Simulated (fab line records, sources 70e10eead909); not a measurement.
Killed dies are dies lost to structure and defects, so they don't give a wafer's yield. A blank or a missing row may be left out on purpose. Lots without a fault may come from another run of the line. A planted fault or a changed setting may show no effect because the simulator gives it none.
Chamber matching | flow nand_harc | NHARC_P_GATE_ETCH_32 on rie_si-06: 4 sister chambers
The step etches the open film in HBr/Cl2, target depth 150 nm, time 100.1 s. 16 wafers are shown with their chamber, then 8 later ones without.

WAFERS WITH THEIR CHAMBER
wafer  | chamber | drypump_motor_current_A (A) | oes_product_au (a.u.) | throttle_valve_pct (%)
L076.1 | 2       | 6.0                         | 0.989                 | 26.391
L076.3 | 3       | 5.8                         | 1.008                 | 26.400
L076.4 | 0       | 5.0                         | 0.987                 | 26.421
L079.3 | 1       | 6.3                         | 1.010                 | 26.404
L079.5 | 3       | 5.8                         | 1.013                 | 26.412
L079.6 | 2       | 6.0                         | 0.987                 | 26.395
L082.1 | 3       | 5.9                         | 0.995                 | 26.414
L082.4 | 1       | 6.3                         | 1.008                 | 26.409
L082.5 | 0       | 5.0                         | 0.974                 | 26.414
L083.1 | 0       | 5.0                         | 0.973                 | 26.398
L083.3 | 3       | 5.9                         | 1.001                 | 26.391
L083.5 | 1       | 6.3                         | 0.994                 | 26.405
L084.1 | 1       | 6.2                         | 1.002                 | 26.398
L084.3 | 0       | 5.0                         | 0.973                 | 26.408
L084.5 | 3       | 5.9                         | 1.005                 | 26.392
L085.2 | 1       | 6.3                         | 1.007                 | 26.414

SIGNATURES (means of the wafers above)
reading                 | chamber 0 | chamber 1 | chamber 2 | chamber 3 | scatter within a chamber
drypump_motor_current_A | 5.000     | 6.280     | 6.000     | 5.860     | 0.0408
oes_product_au          | 0.97675   | 1.00420   | 0.98800   | 1.00440   | 0.00642
throttle_valve_pct      | 26.41025  | 26.40600  | 26.39300  | 26.40180  | 0.00868
Rule: a wafer's distance from a chamber is the root of the sum, over the readings, of the square of ((its reading less the chamber's mean) divided by the reading's scatter). The wafer belongs to the nearest chamber; if the next one is less than 2 further off, it can't be placed. The scatter: the root of (the sum of the squares of (reading less its chamber's mean) over the shown wafers, divided by (wafers less chambers)).

WAFERS WITHOUT THEIR CHAMBER
wafer  | drypump_motor_current_A (A) | oes_product_au (a.u.) | throttle_valve_pct (%)
L085.3 | 5.9                         | 1.016                 | 26.402
L085.6 | 5.0                         | 0.986                 | 26.406
L087.1 | 5.9                         | 1.003                 | 26.387
L087.2 | 5.0                         | 0.978                 | 26.402
L087.6 | 6.0                         | 0.995                 | 26.419
L094.1 | 5.8                         | 0.982                 | 26.410
L094.4 | 6.0                         | 0.989                 | 26.399
L094.5 | 5.0                         | 0.980                 | 26.404

WHICH CHAMBER EACH WENT THROUGH
wafer  | from the rows above     | in truth
L085.3 | 3                       | 3
L085.6 | 0                       | 0
L087.1 | can't be placed: 3 or 2 | 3
L087.2 | 0                       | 0
L087.6 | can't be placed: 2 or 3 | 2
L094.1 | can't be placed: 3 or 2 | 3
L094.4 | 2                       | 2
L094.5 | 0                       | 0
Placed correctly: 5 of 8. Can't be placed from these rows: 3 (the true chamber is among the candidates in 3). Placed wrongly: 0.
